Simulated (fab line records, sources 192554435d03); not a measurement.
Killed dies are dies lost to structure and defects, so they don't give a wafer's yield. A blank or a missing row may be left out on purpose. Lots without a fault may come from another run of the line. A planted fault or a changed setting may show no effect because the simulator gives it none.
Split-lot experiment | flow n5_finfet | 7 lots, 21 wafers read, on a route of 1938 steps

THE SPLIT
At N5_BEOL_M0_SAQP_PECVD_04 (deposits a-Si from SiH4/He, target thk 60 nm, time 60.2 s), the setting time_s was moved away from the recipe's 60.2 s on 8 of the 21 wafers read, by -4.7% to +13.1%. The other wafers ran this setting at the recipe's value.

FROM THE SPLIT TO THE READING: what the file shows between them, 6 steps
- N5_BEOL_M0_SAQP_THK_MEAS_05
- N5_BEOL_M0_SAQP_EXPOSE_11: exposes mask M0 CORE, target cd 42 nm (also split here: dose_mj)
- N5_BEOL_M0_SAQP_PEB_12: peb time 60 s
- N5_BEOL_M0_SAQP_DEVELOP_13: develop time 30 s
- N5_BEOL_M0_SAQP_HM_OPEN_112: chemistry CHF3/O2, target SiO2, stops on a-Si, target depth 12 nm, time 13.5 s
- N5_BEOL_M0_SAQP_STRIP_113: strips in CHF3/O2

THE READING
oes_product_au, in a.u., at N5_BEOL_M0_SAQP_MANDREL_ETCH_20 (etches a-Si in HBr/Cl2, stops on SiNx, target depth 60 nm, bt time 10 s, time 30 s). Fault-free wafers of this fab line usually give 0.778 a.u., standard deviation 0.013 a.u..

wafer  | tool, chamber at the split | time_s as run, s | against the recipe | oes_product_au, a.u. | against lot-mates on the recipe
L076.2 | pecvd-03, 1                | 60.2             | recipe             | 0.784                | -
L076.3 | pecvd-03, 0                | 65.95            | +9.6%              | 0.843                | +0.045
L076.4 | pecvd-03, 1                | 60.2             | recipe             | 0.812                | -
L078.1 | pecvd-04, 2                | 60.2             | recipe             | 0.775                | -
L078.4 | pecvd-04, 2                | 66.19            | +10.0%             | 0.822                | +0.047
L078.6 | pecvd-04, 0                | 66.19            | +10.0%             | 0.845                | +0.070
L079.1 | pecvd-04, 0                | 57.39            | -4.7%              | 0.760                | -0.045
L079.2 | pecvd-04, 2                | 57.39            | -4.7%              | 0.765                | -0.040
L079.4 | pecvd-04, 0                | 60.2             | recipe             | 0.805                | -
L084.1 | pecvd-03, 1                | 60.2             | recipe             | 0.795                | -
L084.3 | pecvd-03, 0                | 60.2             | recipe             | 0.799                | -
L084.6 | pecvd-03, 2                | 60.2             | recipe             | 0.787                | -
L087.1 | pecvd-03, 0                | 68.11            | +13.1%             | 0.825                | +0.045
L087.4 | pecvd-03, 0                | 60.2             | recipe             | 0.780                | -
L087.5 | pecvd-03, 2                | 68.11            | +13.1%             | 0.824                | +0.044
L088.1 | pecvd-03, 0                | 60.2             | recipe             | 0.772                | -
L088.5 | pecvd-03, 0                | 60.2             | recipe             | 0.769                | -
L088.6 | pecvd-03, 1                | 60.2             | recipe             | 0.778                | -
L090.3 | pecvd-04, 1                | 60.2             | recipe             | 0.771                | -
L090.5 | pecvd-04, 2                | 60.2             | recipe             | 0.780                | -
L090.6 | pecvd-04, 1                | 64.6             | +7.3%              | 0.815                | +0.039

THE FIT
A straight line over all 21 wafers: oes_product_au changes by +0.00407 a.u. for each +1% of time_s; r = +0.86; the points scatter about the line by 0.013 a.u..
The same after taking each lot's own level away (the mean of its wafers on the recipe; 21 wafers): +0.00492 a.u. for each +1%; r = +0.92; scatter 0.011 a.u..
On that fit, the largest move of time_s shifts the reading by 0.065 a.u..
The lots' own levels span 0.7730 to 0.8050 a.u., that is 2.5 times the standard deviation above.
So the lot-to-lot level changes the slope: the two fits differ.
Check: with one of the wafers moved furthest among these (+13.1%) left out of the fit, the line predicts +0.0671 a.u. for it against its lot-mates. It came out at +0.045 a.u. against them.

OTHER SPLITS ON THESE WAFERS
These wafers also went through other splits before the reading. Each is held against what the fit with the lots' levels taken away leaves over:
other split on the same wafers       | wafers away from the commonest value | r with oes_product_au (lot level and that fit taken away)
N5_HKMG_FIN_EXPOSE_46 dose_mj        | 11                                   | +0.40
N5_HKMG_FIN_ETCH_58 source_w         | 6                                    | +0.10
N5_HKMG_FIN_COAT_29 spin_rpm         | 5                                    | -0.18
N5_MOL_CONTACT_COAG_COAT_02 spin_rpm | 7                                    | +0.16
N5_BEOL_M0_SAQP_EXPOSE_11 dose_mj    | 5                                    | +0.13

THE WHOLE CHAIN: every reading that the file lists as answering this split, in the file's order
step                            | what it does                                                                       | reading                                                                               | change (the file's fit)                   | r (the file's)
N5_BEOL_M0_SAQP_PECVD_04        | deposits a-Si from SiH4/He, target thk 60 nm, time 60.2 s                          | a-Si_of_BEOL_M0_SAQP_PECVD_04.thk_nm (the simulator's own value, which no gauge read) | +0.65 nm for each +1% of the setting      | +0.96
N5_BEOL_M0_SAQP_THK_MEAS_05     |                                                                                    | thk_nm                                                                                | withheld for each +1% of the setting      | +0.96
N5_BEOL_M0_SAQP_MANDREL_ETCH_20 | etches a-Si in HBr/Cl2, stops on SiNx, target depth 60 nm, bt time 10 s, time 30 s | oes_product_au                                                                        | +0.00477 a.u. for each +1% of the setting | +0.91
N5_BEOL_M0_SAQP_MANDREL_ETCH_20 | etches a-Si in HBr/Cl2, stops on SiNx, target depth 60 nm, bt time 10 s, time 30 s | etch.depth_nm (the simulator's own value, which no gauge read)                        | +0.643 nm for each +1% of the setting     | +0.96

THE FILE'S OWN FIT
oes_product_au changes by +0.00477 a.u. for each +1% of time_s, r = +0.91.
